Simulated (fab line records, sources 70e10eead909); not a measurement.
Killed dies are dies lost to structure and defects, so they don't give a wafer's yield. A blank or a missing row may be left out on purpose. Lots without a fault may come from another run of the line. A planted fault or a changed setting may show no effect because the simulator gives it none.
A struck lot beside a sound one | flow nand_harc | 22 steps out of a route of 1302
Sound: wafers L194.3, L194.5, L194.6. Struck: wafers L190.2, L190.3, L190.5. The cause comes at the end.
At each step with rows: each side's tool, then ch and its chambers, then its first start. Under that, the readings that differ: sound wafers | struck wafers | difference of the means | sigmas: that difference in standard deviations of wafers without a fault.
alike: readings whose means differ by less than 2 such deviations, and words and numbers that are the same on both sides. not compared: withheld readings, readings that some wafer has no value for, bounds like >300 that may hide the same value, and numbers for which the record gives no deviation and whose values overlap.
The two part at a step that has a row with sigmas, a row that says differs or no value, or rows on one side only. Numbers that don't overlap but have no deviation are shown without sigmas and don't part them. A reading that every wafer of one side lacks parts them only if that side has two wafers or more.

NHARC_P_CONTACT_CVD_23: deposits W, target thk 200 nm, time 557 s.
  sound on cvd_w-01 ch 0,1; struck on cvd_w-02 ch 0,1
  reading              | sound | struck               | difference                   | sigmas
  susceptor_temp_C (C) | - - - | 299.84 299.83 299.84 | no value on the sound wafers |
  alike: chamber_pressure_Torr, heater_power_w, throttle_valve_pct
NHARC_P_CONTACT_CMP_24: polishes, t overpolish 30 s, target thk 200 nm.
  sound on cmp-04 ch 1,2,3, day 15 00:14; struck on cmp-04 ch 0,2, day 13 01:14
  alike: motor_current_A, overpolish_run_s, slurry_flow_ml_min, time_to_endpoint_s
then, 1 step without rows for these wafers: NHARC_P_CONTACT_SRD_26.
NHARC_P_CONTACT_INSPECT_27:
  sound on defect_inspect-01, day 15 00:34; struck on defect_inspect-02, day 13 01:37
  alike: raw_defect_count
then, 7 steps without rows for these wafers: NHARC_P_M0_DEP_00 (deposits SiOC, target thk 150 nm); NHARC_P_M0_DEHYDRATE_01 (time 120 s); NHARC_P_M0_HMDS_02 (time 30 s); NHARC_P_M0_COAT_33 (time 65 s); NHARC_P_M0_COAT_03 (resist thk 90 nm); NHARC_P_M0_SOFTBAKE_04 (time 55 s); NHARC_P_M0_EBR_05.
NHARC_P_M0_EXPOSE_06: exposes mask P M0, target cd 90 nm.
  sound on arfi_scanner-01 ch 0, day 15 01:20; struck on arfi_scanner-02 ch 0, day 13 02:16
  reading              | sound             | struck            | difference | sigmas
  exposure_dose_mJ_cm2 | 81.30 81.31 81.31 | 83.26 83.19 83.25 | +1.93      | +19
  alike: mask
then, 2 steps without rows for these wafers: NHARC_P_M0_PEB_07 (peb time 65 s); NHARC_P_M0_DEVELOP_08 (develop time 35 s).
NHARC_P_M0_CD_MEAS_09: target cd 90 nm.
  sound on cd_sem-03 ch 0, day 15 01:28; struck on cd_sem-03 ch 0, day 13 02:25
  alike: cd_nm
NHARC_P_M0_OVL_MEAS_10: pitch 180 nm.
  sound on overlay-02, day 15 01:33; struck on overlay-01, day 13 02:30
  alike: overlay_x_nm, overlay_y_nm
NHARC_P_M0_INSPECT_11:
  sound on defect_inspect-02, day 15 01:35; struck on defect_inspect-01, day 13 02:32
  alike: raw_defect_count
NHARC_P_M0_DESCUM_14: chemistry O2, time 3 s.
  sound on rie_diel-07 ch 0,3, day 15 01:39; struck on rie_diel-01 ch 1,2,3, day 13 02:36
  reading               | sound             | struck            | difference | sigmas
  oes_product_au (a.u.) | 1.005 1.004 1.008 | 0.989 0.996 0.986 | -0.015     | -2
  model.P_M0.cd_nm (nm) | 89.92 90.16 90.46 | 90.54 90.62 90.77 | +0.46      |
  alike: drypump_motor_current_A, rf_vpp_V, showerhead_plenum_p_Torr, throttle_valve_pct
  not compared: rf_hours_counter_h
NHARC_P_M0_ETCH_34: etches the open film in N2/H2, target depth 40 nm, overetch 12 nm, time 43.94 s.
  sound on rie_diel-07 ch 0,2,3, day 15 01:48; struck on rie_diel-01 ch 0,2,3, day 13 02:41
  alike: bias_w, drypump_motor_current_A, oes_product_au, rf_vpp_V, showerhead_plenum_p_Torr, throttle_valve_pct
  not compared: rf_hours_counter_h
NHARC_P_M0_ETCH_15: etches the open film in C4F8/Ar, target depth 150 nm, overetch 15 nm, time 82.5 s.
  sound on rie_diel-07 ch 1,2,3; struck on rie_diel-01 ch 0,2
  alike: bias_w, oes_product_au, rf_vpp_V
  not compared: rf_hours_counter_h, model.P_M0.cd_nm
NHARC_P_M0_CD_MEAS_16:
  sound on cd_sem-02, day 15 02:01; struck on cd_sem-03, day 13 02:54
  alike: cd_nm
-- the record jumps here: 19 days lie between the struck wafers' starts before and after (it left off in module P_M0 and takes up again in module END, whose first step shown is number 1302 of the route) --
NHARC_END_SORT_01:
  sound on prober-01 ch 0, day 33 12:04; struck on prober-02 ch 0, day 32 10:51
  reading                  | sound          | struck         | difference | sigmas
  defect_limited_yield (%) | 97.5 96.9 95.0 | 92.2 91.1 91.4 | -4.9       | -2
  killed_at_array          | 13 13 27       | 50 56 55       | +36        | +3
  killed_dies              | 17 21 34       | 53 60 58       | +33        | +2
  sort_bin_3_pct (%)       | 0 0.1 0        | 0.4 0.7 1.0    | +0.7       | +2
  sort_bin_4_pct (%)       | 1.6 2.1 3.2    | 4.6 5.8 5.0    | +2.8       | +3
  sort_n_pass              | 660 656 643    | 624 617 619    | -33        | -2
  sort_yield_pct (%)       | 97.5 96.9 95.0 | 92.2 91.1 91.4 | -4.9       | -2
  alike: killed_at_other, killed_at_periphery, killed_open, killed_short, sort_bin_2_pct, sort_rim_yield_pct

WHERE THEY PART
First at NHARC_P_CONTACT_CVD_23; last, within this record, at NHARC_END_SORT_01.

WHY: what the simulator had put in
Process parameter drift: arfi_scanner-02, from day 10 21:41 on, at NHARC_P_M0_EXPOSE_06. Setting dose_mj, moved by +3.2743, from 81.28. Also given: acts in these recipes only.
